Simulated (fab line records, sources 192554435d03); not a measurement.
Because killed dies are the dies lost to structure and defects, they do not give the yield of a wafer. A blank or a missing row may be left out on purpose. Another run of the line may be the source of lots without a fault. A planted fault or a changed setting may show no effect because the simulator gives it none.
Split-lot trial / flow n5_finfet / 39 wafers read from 7 lots, route of 1938 steps

== ON THE SPLIT ==
At N5_DUMMY_GATE_ETCH_32 (etches SiO2 in CF4, target depth 3.5 nm, time 3.9 s), the setting time_s was moved away from the recipe's 3.9 s on 12 of the 39 wafers read, by -55.7% to +43.1%. All remaining wafers had this setting at the recipe value.

Reading taken at the split's own step.

== THE READING ==
etch.depth_nm (the simulator's own value, which no gauge read), in nm, at N5_DUMMY_GATE_ETCH_32 (etches SiO2 in CF4, target depth 3.5 nm, time 3.9 s). There is no usual value for it anywhere in the file. The 27 wafers here that ran the recipe average 3.495 nm, standard deviation 0.12 nm.

wafer=L075.1; tool, chamber at the split=rie_si-06, 1; time_s as run, s=3.9; against the recipe=recipe; etch.depth_nm, nm=3.558; against lot-mates on the recipe=-
wafer=L075.2; tool, chamber at the split=rie_si-06, 3; time_s as run, s=3.9; against the recipe=recipe; etch.depth_nm, nm=3.624; against lot-mates on the recipe=-
wafer=L075.3; tool, chamber at the split=rie_si-06, 0; time_s as run, s=3.9; against the recipe=recipe; etch.depth_nm, nm=3.531; against lot-mates on the recipe=-
wafer=L075.4; tool, chamber at the split=rie_si-06, 1; time_s as run, s=3.9; against the recipe=recipe; etch.depth_nm, nm=3.518; against lot-mates on the recipe=-
wafer=L075.5; tool, chamber at the split=rie_si-06, 0; time_s as run, s=3.9; against the recipe=recipe; etch.depth_nm, nm=3.522; against lot-mates on the recipe=-
wafer=L075.6; tool, chamber at the split=rie_si-06, 3; time_s as run, s=3.9; against the recipe=recipe; etch.depth_nm, nm=3.612; against lot-mates on the recipe=-
wafer=L077.1; tool, chamber at the split=rie_si-06, 3; time_s as run, s=3.9; against the recipe=recipe; etch.depth_nm, nm=3.626; against lot-mates on the recipe=-
wafer=L077.2; tool, chamber at the split=rie_si-06, 1; time_s as run, s=3.9; against the recipe=recipe; etch.depth_nm, nm=3.588; against lot-mates on the recipe=-
wafer=L077.3; tool, chamber at the split=rie_si-06, 0; time_s as run, s=3.9; against the recipe=recipe; etch.depth_nm, nm=3.558; against lot-mates on the recipe=-
wafer=L077.4; tool, chamber at the split=rie_si-06, 3; time_s as run, s=3.199; against the recipe=-18.0%; etch.depth_nm, nm=2.981; against lot-mates on the recipe=-0.610
wafer=L077.5; tool, chamber at the split=rie_si-06, 1; time_s as run, s=3.199; against the recipe=-18.0%; etch.depth_nm, nm=2.916; against lot-mates on the recipe=-0.675
wafer=L077.6; tool, chamber at the split=rie_si-06, 0; time_s as run, s=3.199; against the recipe=-18.0%; etch.depth_nm, nm=2.919; against lot-mates on the recipe=-0.672
wafer=L079.1; tool, chamber at the split=rie_si-03, 0; time_s as run, s=3.9; against the recipe=recipe; etch.depth_nm, nm=3.348; against lot-mates on the recipe=-
wafer=L079.3; tool, chamber at the split=rie_si-03, 3; time_s as run, s=3.9; against the recipe=recipe; etch.depth_nm, nm=3.509; against lot-mates on the recipe=-
wafer=L079.4; tool, chamber at the split=rie_si-03, 0; time_s as run, s=3.9; against the recipe=recipe; etch.depth_nm, nm=3.341; against lot-mates on the recipe=-
wafer=L080.1; tool, chamber at the split=rie_si-01, 3; time_s as run, s=1.728; against the recipe=-55.7%; etch.depth_nm, nm=1.599; against lot-mates on the recipe=-1.709
wafer=L080.2; tool, chamber at the split=rie_si-01, 1; time_s as run, s=3.9; against the recipe=recipe; etch.depth_nm, nm=3.331; against lot-mates on the recipe=-
wafer=L080.3; tool, chamber at the split=rie_si-01, 2; time_s as run, s=3.9; against the recipe=recipe; etch.depth_nm, nm=3.403; against lot-mates on the recipe=-
wafer=L080.4; tool, chamber at the split=rie_si-01, 0; time_s as run, s=1.728; against the recipe=-55.7%; etch.depth_nm, nm=1.408; against lot-mates on the recipe=-1.900
wafer=L080.5; tool, chamber at the split=rie_si-01, 0; time_s as run, s=3.9; against the recipe=recipe; etch.depth_nm, nm=3.191; against lot-mates on the recipe=-
wafer=L080.6; tool, chamber at the split=rie_si-01, 1; time_s as run, s=1.728; against the recipe=-55.7%; etch.depth_nm, nm=1.475; against lot-mates on the recipe=-1.833
wafer=L087.1; tool, chamber at the split=rie_si-03, 1; time_s as run, s=5.013; against the recipe=+28.5%; etch.depth_nm, nm=4.572; against lot-mates on the recipe=+1.171
wafer=L087.2; tool, chamber at the split=rie_si-03, 0; time_s as run, s=3.9; against the recipe=recipe; etch.depth_nm, nm=3.349; against lot-mates on the recipe=-
wafer=L087.3; tool, chamber at the split=rie_si-03, 2; time_s as run, s=5.013; against the recipe=+28.5%; etch.depth_nm, nm=4.551; against lot-mates on the recipe=+1.150
wafer=L087.4; tool, chamber at the split=rie_si-03, 3; time_s as run, s=5.013; against the recipe=+28.5%; etch.depth_nm, nm=4.406; against lot-mates on the recipe=+1.005
wafer=L087.5; tool, chamber at the split=rie_si-03, 3; time_s as run, s=3.9; against the recipe=recipe; etch.depth_nm, nm=3.478; against lot-mates on the recipe=-
wafer=L087.6; tool, chamber at the split=rie_si-03, 0; time_s as run, s=3.9; against the recipe=recipe; etch.depth_nm, nm=3.377; against lot-mates on the recipe=-
wafer=L088.1; tool, chamber at the split=rie_si-01, 3; time_s as run, s=5.582; against the recipe=+43.1%; etch.depth_nm, nm=5.231; against lot-mates on the recipe=+1.734
wafer=L088.2; tool, chamber at the split=rie_si-01, 1; time_s as run, s=3.9; against the recipe=recipe; etch.depth_nm, nm=3.376; against lot-mates on the recipe=-
wafer=L088.3; tool, chamber at the split=rie_si-01, 2; time_s as run, s=5.582; against the recipe=+43.1%; etch.depth_nm, nm=4.969; against lot-mates on the recipe=+1.472
wafer=L088.4; tool, chamber at the split=rie_si-01, 0; time_s as run, s=5.582; against the recipe=+43.1%; etch.depth_nm, nm=4.608; against lot-mates on the recipe=+1.111
wafer=L088.5; tool, chamber at the split=rie_si-01, 3; time_s as run, s=3.9; against the recipe=recipe; etch.depth_nm, nm=3.685; against lot-mates on the recipe=-
wafer=L088.6; tool, chamber at the split=rie_si-01, 2; time_s as run, s=3.9; against the recipe=recipe; etch.depth_nm, nm=3.429; against lot-mates on the recipe=-
wafer=L094.1; tool, chamber at the split=rie_si-06, 1; time_s as run, s=3.9; against the recipe=recipe; etch.depth_nm, nm=3.485; against lot-mates on the recipe=-
wafer=L094.2; tool, chamber at the split=rie_si-06, 3; time_s as run, s=3.9; against the recipe=recipe; etch.depth_nm, nm=3.574; against lot-mates on the recipe=-
wafer=L094.3; tool, chamber at the split=rie_si-06, 0; time_s as run, s=3.9; against the recipe=recipe; etch.depth_nm, nm=3.544; against lot-mates on the recipe=-
wafer=L094.4; tool, chamber at the split=rie_si-06, 2; time_s as run, s=3.9; against the recipe=recipe; etch.depth_nm, nm=3.66; against lot-mates on the recipe=-
wafer=L094.5; tool, chamber at the split=rie_si-06, 3; time_s as run, s=3.9; against the recipe=recipe; etch.depth_nm, nm=3.603; against lot-mates on the recipe=-
wafer=L094.6; tool, chamber at the split=rie_si-06, 0; time_s as run, s=3.9; against the recipe=recipe; etch.depth_nm, nm=3.538; against lot-mates on the recipe=-

FIT RESULTS
A straight line over all 39 wafers: etch.depth_nm changes by +0.0348 nm for each +1% of time_s; r = +0.99; the points scatter about the line by 0.13 nm.
The same after taking each lot's own level away (the mean of its wafers on the recipe; 39 wafers): +0.0339 nm for each +1%; r = +0.99; scatter 0.11 nm.
Per that fit: largest time_s move, reading shift of 1.9 nm.
Across the lots, their own levels run from 3.3083 to 3.5907 nm, a range of 2.4 times the standard deviation given above.
So the lot-to-lot level changes the slope little: the two slopes agree.
Check: with one of the wafers moved furthest among these (-55.7%) left out of the fit, the line predicts -1.91 nm for it against its lot-mates. Against them it came out at -1.71 nm.

== FILE'S OWN FIT ==
etch.depth_nm changes by +0.0339 nm for each +1% of time_s, r = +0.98.
